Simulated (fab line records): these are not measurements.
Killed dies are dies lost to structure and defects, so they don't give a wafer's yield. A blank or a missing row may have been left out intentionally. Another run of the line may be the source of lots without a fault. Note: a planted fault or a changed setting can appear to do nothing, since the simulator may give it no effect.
Which of the tools did it?    flow nandHarc    33 wafers from 11 lots sampled at 7 of the route's 1302 steps

WHAT EACH GAUGE READ, for each wafer
NHARC_P_GATE_CD_MEAS_59: the cd target is 720 nm.
lot   measured      on        cdNm (nm)
L875  day 6 05:33   cdSem-03  719.8 722.4 724.0
L881  day 8 10:50   cdSem-01  715.9 719.1 718.0
L882  day 8 22:56   cdSem-01  722.5 719.5 724.6
L884  day 9 18:46   cdSem-01  716.3 719.4 714.1
L889  day 12 09:12  cdSem-02  719.8 715.9 712.2
L891  day 12 19:10  cdSem-03  716.6 718.8 718.0
L893  day 13 09:20  cdSem-03  724.8 724.9 721.6
L894  day 14 00:34  cdSem-02  714.0 715.2 719.2
L895  day 14 15:44  cdSem-01  723.6 722.3 722.1
L896  day 14 19:16  cdSem-03  716.8 714.7 718.1
L897  day 15 02:02  cdSem-02  718.8 720.7 720.6

NHARC_P_GATE_INSPECT_68.
lot   measured      on                rawDefectCount
L875  day 6 10:23   defectInspect-02  185 178 148
L881  day 8 15:31   defectInspect-02  119 368 253
L882  day 9 03:49   defectInspect-02  221 151 158
L884  day 9 23:36   defectInspect-01  233 179 204
L889  day 12 14:01  defectInspect-01  181 151 131
L891  day 12 23:56  defectInspect-02  166 196 296
L893  day 13 14:05  defectInspect-02  244 235 212
L894  day 14 05:22  defectInspect-01  114 105 187
L895  day 14 20:52  defectInspect-01  164 174 202
L896  day 15 00:16  defectInspect-01  196 244 142
L897  day 15 06:52  defectInspect-02  198 233 307

NHARC_P_CONTACT_CD_MEAS_12: the cd target is 90 nm.
lot   measured      on        cdNm (nm)
L875  day 6 12:00   cdSem-03  89.1 89.4 90.2
L881  day 8 17:00   cdSem-02  89.6 90.5 89.4
L882  day 9 05:37   cdSem-01  81.4 82.3 82.0 81.9 82.2 82.3
L884  day 10 01:12  cdSem-03  89.1 89.6 88.6
L889  day 12 15:38  cdSem-03  91.1 89.2 89.7
L891  day 13 01:52  cdSem-01  89.8 89.8 89.7
L893  day 13 15:43  cdSem-02  89.5 89.5 90.5
L894  day 14 06:59  cdSem-03  89.7 90.8 91.7
L895  day 14 22:28  cdSem-02  90.5 89.6 90.7
L896  day 15 01:45  cdSem-03  90.6 89.4 90.4
L897  day 15 08:29  cdSem-02  91.0 90.5 89.5

NHARC_P_CONTACT_CD_MEAS_19.
lot   measured      on        cdNm (nm)
L875  day 6 13:03   cdSem-03  86.9 88.2 88.7
L881  day 8 18:03   cdSem-02  90.7 92.5 91.1
L882  day 9 07:48   cdSem-01  78.4 83.5 80.3 78.5 83.7 80.5
L884  day 10 02:16  cdSem-03  89.5 91.7 90.2
L889  day 12 16:41  cdSem-01  89.6 90.4 89.0
L891  day 13 02:56  cdSem-01  89.3 92.5 92.3
L893  day 13 16:46  cdSem-01  90.8 88.6 89.9
L894  day 14 08:02  cdSem-02  91.9 88.3 89.8
L895  day 14 23:31  cdSem-01  90.5 94.7 91.9
L896  day 15 02:49  cdSem-02  92.2 90.8 92.7
L897  day 15 09:41  cdSem-03  91.8 90.2 90.3

NHARC_END_SORT_01.
lot   measured      on         killedAtArray  killedAtOther  killedAtPeriphery  killedDies  killedOpen  killedShort
L882  day 27 22:42  prober-02  111            1              2                  114         1           1

EACH LOT AND THE TOOL THAT RAN IT (in order: tool; ch and the chambers of the sampled wafers; start)
lot   NHARC_P_CONTACT_EXPOSE_09          NHARC_P_CONTACT_ETCH_35
L875  arfiScanner-01 ch 0, day 6 11:52   rieDiel-01 ch 0,1,2, day 6 12:16
L881  arfiScanner-01 ch 0, day 8 16:52   rieDiel-06 ch 2,3, day 8 17:16
L882  arfiScanner-02 ch 0, day 9 05:28   rieDiel-01 ch 0,2, day 9 07:01
L884  arfiScanner-02 ch 0, day 10 01:04  rieDiel-06 ch 1,2, day 10 01:28
L889  arfiScanner-02 ch 0, day 12 15:29  rieDiel-04 ch 0,2,3, day 12 15:55
L891  arfiScanner-03 ch 0, day 13 01:44  rieDiel-06 ch 0,1,2, day 13 02:09
L893  arfiScanner-02 ch 0, day 13 15:34  rieDiel-04 ch 1,2,3, day 13 15:59
L894  arfiScanner-01 ch 0, day 14 06:50  rieDiel-04 ch 0,1,3, day 14 07:16
L895  arfiScanner-02 ch 0, day 14 22:20  rieDiel-04 ch 0,2,3, day 14 22:44
L896  arfiScanner-02 ch 0, day 15 01:37  rieDiel-06 ch 1,2,3, day 15 02:01
L897  arfiScanner-01 ch 0, day 15 08:21  rieDiel-06 ch 0,1,3, day 15 08:46
- NHARC_P_CONTACT_EXPOSE_09: exposes mask P CA, target cd 90 nm.
- NHARC_P_CONTACT_ETCH_35: etches the open film in CF4, target depth 39 nm, time 65 s.

AS READ BY THE TOOLS THEMSELVES (means over the sampled wafers that have a number; for cases with no such wafer, the mark the record gives instead)
NHARC_P_CONTACT_ETCH_35.
lot   tool        biasW (W)  drypumpMotorCurrentA (A)  oesProductAu (a.u.)  rfVppV (V)  showerheadPlenumPTorr (Torr)  throttleValvePct (%)
L875  rieDiel-01  100.02     5.6                       0.994                151.0       1.79                          13.292
L881  rieDiel-06  99.90      5.4                       1.019                150.3       1.72                          13.285
L882  rieDiel-01  100.12     5.9                       0.999                151.6       1.80                          13.289
L884  rieDiel-06  100.23     6.0                       1.017                151.4       1.79                          13.275
L889  rieDiel-04  99.99      5.3                       0.999                151.4       1.79                          13.283
L891  rieDiel-06  100.03     6.0                       1.013                151.2       1.77                          13.285
L893  rieDiel-04  100.18     5.6                       1.000                152.5       1.83                          13.289
L894  rieDiel-04  99.81      5.4                       1.013                150.8       1.79                          13.282
L895  rieDiel-04  99.98      5.2                       1.004                151.6       1.79                          13.281
L896  rieDiel-06  100.10     5.6                       1.002                151.5       1.76                          13.277
L897  rieDiel-06  100.02     5.6                       1.010                151.0       1.75                          13.279

THE ANSWER, worked out from the rows above alone
Rule: the usual values come from the lots themselves. Put in order of their means at a reading, lots are off if they are a third of the lots or fewer, leave a main group of 4 or more, and stand apart from it by a gap of 3 or more times the standard deviation of the main group's means; of several such gaps the widest counts. A main group is skipped when, at the precision printed for the reading in the tables above, its means are all equal. A lot without any number at a reading at which 4 lots or more have one is off too. Any other lot the step has rows for is counted as sound. Order of review: gauges by route order, followed by the tools' own readings, for which a lot's mean as printed above is used. The first step at which some lot is off is used, and at that step the reading that is off furthest; a lot without a number counts as furthest.
Off: L882 (NHARC_P_CONTACT_CD_MEAS_12, cdNm). The main group: mean 90.0 nm, standard deviation 0.43.
A tool fits if, at a process step before that reading, it ran every lot that is off, and no sound lot after the first of them. The gauges at NHARC_P_CONTACT_CD_MEAS_12 are tried like those tools. Not one of the candidates tried fits.

WHAT WAS PUT IN BY THE SIMULATOR
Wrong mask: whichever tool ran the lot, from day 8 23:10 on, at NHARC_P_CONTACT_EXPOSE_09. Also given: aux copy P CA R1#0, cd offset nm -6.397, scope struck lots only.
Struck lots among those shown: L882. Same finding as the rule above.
